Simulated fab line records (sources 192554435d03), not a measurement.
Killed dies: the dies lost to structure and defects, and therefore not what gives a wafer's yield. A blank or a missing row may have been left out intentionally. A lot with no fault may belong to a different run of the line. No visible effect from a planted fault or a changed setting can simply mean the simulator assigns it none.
fab line records    flow n5_finfet
record: lots: 9  wafers: 27  last_day: 17
route steps=1938 shown HKMG_FIN@409 BEOL_M4@1111
lots with no fault: from the same line, run without faults
start_h: hours from the record's opening day to when the first of the lot's shown wafers began    wait_h: how many hours have passed since the lot's step before this one    " same as the row above    L1.1+2: one row covering several wafers at once    - value missing, or start not given    * or withheld: withheld    < > ~ a bound
route shown NAME@n: a module of which the file shows steps, and the number in the route of the first    usual: mean and standard deviation over wafers with no fault    same: alike in all rows    chamber/n: place in a boat    sites: each site's reading    _std_site: how widely they spread, as a standard deviation    _edge_site: the outer-site mean with the inner-site mean subtracted    radius_mm: how far each site lies from the wafer's centre    mask NAME#n: copy n    behind: tool/chamber where the wafer was last shaped    hold: why the lot went on hold/how many hours it stayed there/how the hold came to an end    device: whichever transistor did not switch (one of n, p or np)    end of line: the route-end tests of the same wafers    for a step that has no rows: nothing shown but its recipe    killed: count of dies lost to structure and defects at first sort (not the wafer's yield)    map: shows each die of a wafer: x if killed, . if not, _ if none is there
set.NAME: setting as actually run; set.NAME@STEP: the setting as run at that earlier step    model.NAME: the simulator's own value behind a step, which no gauge read
route steps across a sampled set of lots; one table per step, one row per wafer
services: when a tool's chamber went out of use (start_h, in hours from the record's first day, below 0 if earlier), for how many hours, and the reason
== steps ==
step: N5_HKMG_FIN_STRIP_60
recipe: chemistry: N2/H2  power_w: 2500  temp_c: 300  h2_frac: 0.65  time_s: 360  pressure_mtorr: withheld  n2_flow_sccm: 1750  h2_flow_sccm: 3250
usual: drypump_motor_current_A: 5.5/0.56  heater_power_w: 485/78  n2_flow_sccm: 1750/5.6
lot.wafer  tool             chamber  start_h  wait_h  drypump_motor_current_A  heater_power_w  n2_flow_sccm  rf_hours_counter_h
L170.1     plasma_asher-02  1        74.33    0.0     5.1                      593             1753          35
L170.2     "                0        "        "       5.5                      470             1744          35
L170.4     "                0        "        "       5.5                      474             1749          -
L175.1     plasma_asher-02  1        105.63   0.0     5.1                      598             1745          42
L175.3     "                0        "        "       5.5                      471             1747          -
L175.4     "                1        "        "       5.1                      584             1746          -
L176.3     plasma_asher-02  1        113.22   0.1     5.1                      597             1759          -
L176.4     "                0        "        "       5.5                      485             1750          -
L176.5     "                1        "        "       5.1                      580             1769          -
L178.3     plasma_asher-01  0        121.44   0.1     5.1                      460             1741          -
L178.4     "                1        "        "       6.5                      379             1745          -
L178.6     "                0        "        "       5.1                      470             1747          -
L183.4     plasma_asher-02  1        152.00   0.1     5.1                      589             1741          -
L183.5     "                0        "        "       5.5                      473             1753          -
L183.6     "                1        "        "       5.1                      600             1741          -
L185.1     plasma_asher-01  1        164.67   0.0     6.5                      383             1749          103
L185.3     "                1        "        "       6.5                      383             1742          -
L185.4     "                0        "        "       5.1                      476             1745          -
L188.4     plasma_asher-02  0        181.31   0.4     5.5                      473             1743          -
L188.5     "                0        "        "       5.5                      475             1738          -
L188.6     "                1        "        "       5.1                      584             1748          -
L190.1     plasma_asher-01  0        193.55   0.0     5.1                      474             1750          106
L190.4     "                1        "        "       6.5                      372             1748          -
L190.6     "                0        "        "       5.1                      462             1755          -
L192.1     plasma_asher-02  0        208.13   0.0     5.5                      467             1754          62
L192.3     "                1        "        "       5.1                      593             1749          -
L192.5     "                1        "        "       5.1                      610             1744          -
step: N5_HKMG_FIN_INSPECT_14
recipe: mode: adi  inspect_instrument: macro
usual: raw_defect_count: 2.2/1.4
lot.wafer  tool               chamber  start_h  wait_h  raw_defect_count
L170.1     defect_inspect-02  -        76.79    0.0     2
L170.2     "                  -        "        "       4
L170.4     "                  -        "        "       3
L175.1     defect_inspect-01  -        108.27   0.0     0
L175.3     "                  -        "        "       0
L175.4     "                  -        "        "       1
L176.3     defect_inspect-01  -        115.52   0.0     2
L176.4     "                  -        "        "       2
L176.5     "                  -        "        "       2
L178.3     defect_inspect-02  -        123.87   0.0     1
L178.4     "                  -        "        "       1
L178.6     "                  -        "        "       4
L183.4     defect_inspect-02  -        154.25   0.0     4
L183.5     "                  -        "        "       1
L183.6     "                  -        "        "       1
L185.1     defect_inspect-01  -        167.14   0.0     1
L185.3     "                  -        "        "       3
L185.4     "                  -        "        "       0
L188.4     defect_inspect-01  -        183.65   0.0     3
L188.5     "                  -        "        "       3
L188.6     "                  -        "        "       2
L190.1     defect_inspect-02  -        196.01   0.0     4
L190.4     "                  -        "        "       0
L190.6     "                  -        "        "       4
L192.1     defect_inspect-01  -        210.59   0.0     2
L192.3     "                  -        "        "       1
L192.5     "                  -        "        "       2
step: N5_HKMG_FIN_ETCH_32
recipe: chemistry: N2/H2  target: SOC  target_depth_a: 2400  temp_c: 40  time_s: 300  ion_energy_ev: 200  mask_material: SiARC  pressure_mtorr: 30  source_w: 840  bias_w: 150  n2_flow_sccm: 200  h2_flow_sccm: 200
usual: bias_w: 150.0/0.43  drypump_motor_current_A: 5.8/0.48  n2_flow_sccm: 200.0/0.61  oes_product_au: 0.78/0.068  rf_fwd_power_W: 838.1/2.5  rf_vpp_V: 523.1/2.6  showerhead_plenum_p_Torr: 2.51/0.084  throttle_valve_pct: 17.92/0.23
lot.wafer  tool         chamber  start_h  wait_h  bias_w  drypump_motor_current_A  n2_flow_sccm  oes_product_au  rf_fwd_power_W  rf_hours_counter_h  rf_vpp_V  showerhead_plenum_p_Torr  throttle_valve_pct
L170.1     rie_diel-06  1        76.91    0.0     150.2   5.6                      200.4         0.77            839.1           146                 518.1     2.33                      17.86
L170.2     "            3        "        "       149.6   5.1                      199.5         0.69            836.9           235                 522.8     2.51                      18.06
L170.4     "            0        "        "       150.1   6.4                      199.1         0.69            840.5           213                 523.7     2.53                      18.12
L175.1     rie_diel-05  2        108.40   0.0     149.8   6.5                      198.2         0.83            838.3           102                 524.6     2.57                      17.72
L175.3     "            3        "        "       149.7   5.4                      200.5         0.80            839.5           141                 523.0     2.52                      17.63
L175.4     "            1        "        "       149.7   6.1                      199.5         0.76            834.4           171                 520.8     2.42                      18.03
L176.3     rie_diel-05  3        115.64   0.0     150.3   5.4                      199.5         0.80            840.4           144                 522.8     2.52                      17.64
L176.4     "            2        "        "       150.1   6.5                      200.9         0.83            837.5           105                 525.9     2.57                      17.74
L176.5     "            3        "        "       150.4   5.4                      199.4         0.80            841.5           -                   523.5     2.52                      17.64
L178.3     rie_diel-05  0        123.99   0.0     150.3   5.8                      199.7         0.75            839.1           161                 523.6     2.54                      18.24
L178.4     "            3        "        "       149.4   5.4                      201.1         0.80            839.0           147                 523.9     2.52                      17.67
L178.6     "            0        "        "       149.6   5.8                      200.5         0.75            839.5           -                   522.2     2.54                      18.22
L183.4     rie_diel-05  2        154.38   0.0     150.1   6.5                      199.9         0.81            837.4           120                 524.3     2.56                      17.77
L183.5     "            3        "        "       149.4   5.4                      198.6         0.78            837.9           -                   523.1     2.52                      17.69
L183.6     "            2        "        "       150.1   6.5                      200.5         0.81            836.4           -                   524.5     2.56                      17.76
L185.1     rie_diel-05  2        167.26   0.0     149.9   6.5                      200.1         0.81            842.6           124                 526.3     2.56                      17.76
L185.3     "            0        "        "       150.0   5.8                      199.4         0.82            1040.4          178                 487.3     2.53                      18.27
L185.4     "            3        "        "       150.7   5.4                      200.5         0.78            840.6           163                 523.4     2.52                      17.68
L188.4     rie_diel-05  1        183.77   0.0     150.1   6.1                      199.9         0.74            839.3           200                 521.3     2.41                      18.09
L188.5     "            0        "        "       150.0   5.7                      199.1         0.82            1041.8          -                   486.4     2.53                      18.29
L188.6     "            1        "        "       150.6   6.1                      199.7         0.74            838.4           -                   519.4     2.41                      18.10
L190.1     rie_diel-04  2        196.37   0.1     150.3   4.9                      199.8         0.69            833.4           210                 527.3     2.62                      17.89
L190.4     "            2        "        "       150.9   4.9                      198.4         0.69            836.4           -                   525.8     2.62                      17.88
L190.6     "            1        "        "       149.3   5.8                      200.0         0.86            834.6           -                   524.5     2.58                      18.05
L192.1     rie_diel-06  2        210.71   0.0     149.5   5.6                      200.5         0.90            838.1           33                  525.9     2.57                      17.47
L192.3     "            1        "        "       149.9   5.6                      199.8         0.73            842.9           193                 517.8     2.31                      17.93
L192.5     "            3        "        "       150.8   5.1                      199.8         0.89            838.1           -                   522.6     2.49                      17.73
step: N5_HKMG_FIN_STRIP_92
recipe: chemistry: N2/H2  material: SOC  time_s: 20  power_w: 500  temp_c: 40  pressure_mtorr: 50  rf_frequency_hz: 6e+07  bias_power_w: 8  h2_frac: 0.5  n2_flow_sccm: 300  h2_flow_sccm: 300
usual: drypump_motor_current_A: 5.8/0.47  n2_flow_sccm: 300.0/0.84  oes_product_au: 0.78/0.068  rf_vpp_V: 54.3/0.88  showerhead_plenum_p_Torr: 3.32/0.11  throttle_valve_pct: 19.0/0.41
lot.wafer  tool         chamber  start_h  wait_h  drypump_motor_current_A  n2_flow_sccm  oes_product_au  rf_hours_counter_h  rf_vpp_V  showerhead_plenum_p_Torr  throttle_valve_pct
L170.1     rie_diel-06  1        77.27    0.1     5.6                      300.5         0.76            146                 54.6      3.09                      18.7
L170.2     "            3        "        "       5.1                      298.9         0.69            235                 50.7      3.31                      19.4
L170.4     "            0        "        "       6.5                      298.9         0.69            213                 55.5      3.34                      19.8
L175.1     rie_diel-05  2        108.76   0.1     6.5                      300.2         0.82            102                 53.9      3.39                      18.8
L175.3     "            3        "        "       5.4                      300.3         0.80            141                 55.3      3.34                      18.5
L175.4     "            1        "        "       6.2                      299.8         0.77            171                 54.2      3.21                      19.0
L176.3     rie_diel-05  3        116.00   0.1     5.4                      298.6         0.79            144                 53.4      3.33                      18.5
L176.4     "            2        "        "       6.5                      300.2         0.82            105                 52.3      3.39                      18.8
L176.5     "            3        "        "       5.4                      299.8         0.79            -                   53.6      3.33                      18.5
L178.3     rie_diel-05  0        124.35   0.1     5.7                      300.1         0.75            162                 53.8      3.35                      19.6
L178.4     "            3        "        "       5.4                      301.7         0.79            148                 55.0      3.33                      18.5
L178.6     "            0        "        "       5.7                      301.1         0.75            -                   53.9      3.35                      19.6
L183.4     rie_diel-05  2        154.74   0.1     6.5                      299.2         0.80            120                 53.8      3.38                      18.9
L183.5     "            3        "        "       5.5                      300.9         0.78            -                   54.1      3.33                      18.5
L183.6     "            2        "        "       6.5                      299.3         0.79            -                   55.1      3.38                      18.9
L185.1     rie_diel-05  2        167.62   0.1     6.5                      299.6         0.79            124                 54.6      3.38                      18.9
L185.3     "            0        "        "       5.7                      301.5         0.73            178                 56.0      3.35                      19.6
L185.4     "            3        "        "       5.4                      299.3         0.77            163                 54.7      3.32                      18.5
L188.4     rie_diel-05  1        184.13   0.1     6.2                      298.9         0.75            201                 54.6      3.19                      19.0
L188.5     "            0        "        "       5.8                      299.9         0.73            -                   55.4      3.34                      19.6
L188.6     "            1        "        "       6.2                      299.8         0.75            -                   54.3      3.19                      19.0
L190.1     rie_diel-04  2        196.91   0.1     4.8                      299.1         0.69            210                 53.2      3.46                      18.9
L190.4     "            2        "        "       4.9                      300.2         0.69            -                   55.5      3.46                      18.9
L190.6     "            1        "        "       5.8                      300.7         0.87            -                   56.4      3.41                      19.4
L192.1     rie_diel-06  2        211.07   0.1     5.6                      299.5         0.90            34                  55.6      3.39                      18.5
L192.3     "            1        "        "       5.6                      300.1         0.72            194                 54.8      3.06                      18.8
L192.5     "            3        "        "       5.1                      299.6         0.90            -                   54.4      3.29                      19.1
step: N5_BEOL_M4_RC_MEAS_101
usual: DIBL_N: 35.9/1.9  DIBL_P: 35.8/2.4  IOFF_N: 0.15/0.031  IOFF_P: 0.21/0.037  ION_N: 672/13  ION_P: 462/8.3  SS_N: 71.5/0.72  SS_P: 73.2/0.67  VT_N: 250/3.4  VT_P: -250/3.4
lot.wafer  tool       chamber  start_h  wait_h  DIBL_N[mV/V]  DIBL_P[mV/V]  IOFF_N[nA/um]  IOFF_P[nA/um]  ION_N[uA/um]  ION_P[uA/um]  SS_N[mV/dec]  SS_P[mV/dec]  VT_N[mV]  VT_P[mV]
L170.1     prober-02  0        166.95   0.0     37.0          37.6          0.15           0.22           676           466           71.2          73.8          250       -250
L170.2     "          0        "        "       36.5          35.3          0.13           0.18           657           450           71.2          73.2          253       -253
L170.4     "          0        "        "       36.5          36.1          0.13           0.19           660           457           71.4          72.7          252       -251
L175.1     prober-01  0        203.11   0.0     35.0          36.6          0.16           0.20           679           461           71.9          73.5          250       -252
L175.3     "          0        "        "       32.6          33.3          0.12           0.16           660           455           71.3          72.5          253       -255
L175.4     "          0        "        "       31.7          31.5          0.10           0.14           651           448           71.0          72.5          256       -254
L176.3     prober-02  0        204.25   0.6     35.1          36.0          0.15           0.20           675           460           71.0          73.3          249       -250
L176.4     "          0        "        "       37.4          37.4          0.18           0.23           683           466           71.9          74.1          248       -251
L176.5     "          0        "        "       38.2          37.8          0.18           0.24           668           467           73.1          73.8          248       -249
L178.3     prober-02  0        205.56   0.3     36.2          38.6          0.18           0.23           695           470           72.5          73.3          245       -250
L178.4     "          0        "        "       39.5          41.0          0.23           0.26           689           451           73.2          75.1          245       -253
L178.6     "          0        "        "       36.9          38.6          0.18           0.21           679           456           72.7          74.0          248       -254
L183.4     prober-01  0        245.17   0.5     36.8          38.0          0.17           0.24           676           465           71.6          73.1          249       -245
L183.5     "          0        "        "       35.0          35.3          0.14           0.20           655           459           71.8          73.2          253       -247
L183.6     "          0        "        "       34.6          36.1          0.14           0.21           679           470           71.0          73.0          249       -246
L185.1     prober-01  0        256.16   0.0     38.7          40.9          0.24           0.30           691           472           72.6          73.3          244       -245
L185.3     "          0        "        "       38.1          38.9          0.21           0.25           670           463           72.7          72.8          247       -244
L185.4     "          0        "        "       36.4          37.9          0.17           0.22           684           469           71.6          74.0          251       -247
L188.4     prober-01  0        287.27   0.5     35.1          33.9          0.13           0.17           674           463           71.7          72.8          254       -256
L188.5     "          0        "        "       38.3          38.0          0.18           0.23           693           480           71.4          73.7          250       -249
L188.6     "          0        "        "       37.1          36.6          0.16           0.20           674           455           72.0          73.1          251       -253
L190.1     prober-01  0        295.81   0.0     37.3          37.4          0.19           0.26           682           470           71.5          73.0          244       -246
L190.4     "          0        "        "       35.4          36.2          0.16           0.23           676           472           70.8          73.6          247       -248
L190.6     "          0        "        "       35.8          35.8          0.17           0.23           688           471           70.9          72.9          247       -248
L192.1     prober-01  0        310.02   0.0     38.1          39.6          0.19           0.26           677           462           72.5          74.5          246       -246
L192.3     "          0        "        "       37.9          38.2          0.18           0.23           696           474           72.1          74.2          249       -248
L192.5     "          0        "        "       35.8          37.0          0.15           0.20           674           464           71.2          74.0          251       -251
== services ==
tool             chamber  start_h  hours  kind
rie_diel-05      3        71.28    7.9    repair
rie_diel-04      -        74.60    3.1    repair
rie_diel-06      0        82.55    4.1    repair
rie_diel-06      2        88.38    -      clean
rie_diel-06      2        88.38    -      consumable_replace:focus_ring
rie_diel-06      2        88.38    20.5   scheduled_down
rie_diel-06      2        88.38    20.5   vent_cycle
rie_diel-05      1        93.73    1.5    repair
rie_diel-06      3        112.52   -      clean
rie_diel-06      3        112.52   -      consumable_replace:focus_ring
plasma_asher-02  -        120.23   10.0   pm
rie_diel-05      -        130.49   0.3    repair
rie_diel-04      0        167.03   32.6   repair
plasma_asher-01  -        171.54   10.0   pm
rie_diel-04      3        191.39   5.6    repair
rie_diel-06      0        204.57   -      clean
rie_diel-06      0        204.57   -      consumable_replace:focus_ring
rie_diel-06      0        204.57   14.5   scheduled_down
rie_diel-06      0        204.57   14.5   vent_cycle
== key ==
first_sign: step: N5_HKMG_FIN_ETCH_32  reading: rf_fwd_power_W  direction: up  sigmas: 81  usual: *  struck: *
effect: step: N5_HKMG_FIN_ETCH_32  reading: rf_vpp_V  direction: down  sigmas: 14  usual: 523.1  struck: 486.9
met_at N5_HKMG_FIN_ETCH_32
struck_lots L185,L188
struck_wafers L185.3,L188.5
not_acting_at N5_HKMG_FIN_STRIP_60,N5_HKMG_FIN_INSPECT_14,N5_HKMG_FIN_STRIP_92
onset_between 123.99 167.26
fault: kind: process_parameter_drift  tool: rie_diel-05  chamber: 0  onset_h: 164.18  steps: N5_HKMG_FIN_ETCH_32  channel: source_w  offset: 201.6  shape: step  end_h: 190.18  acts_in: these_recipes_only  stated: 840
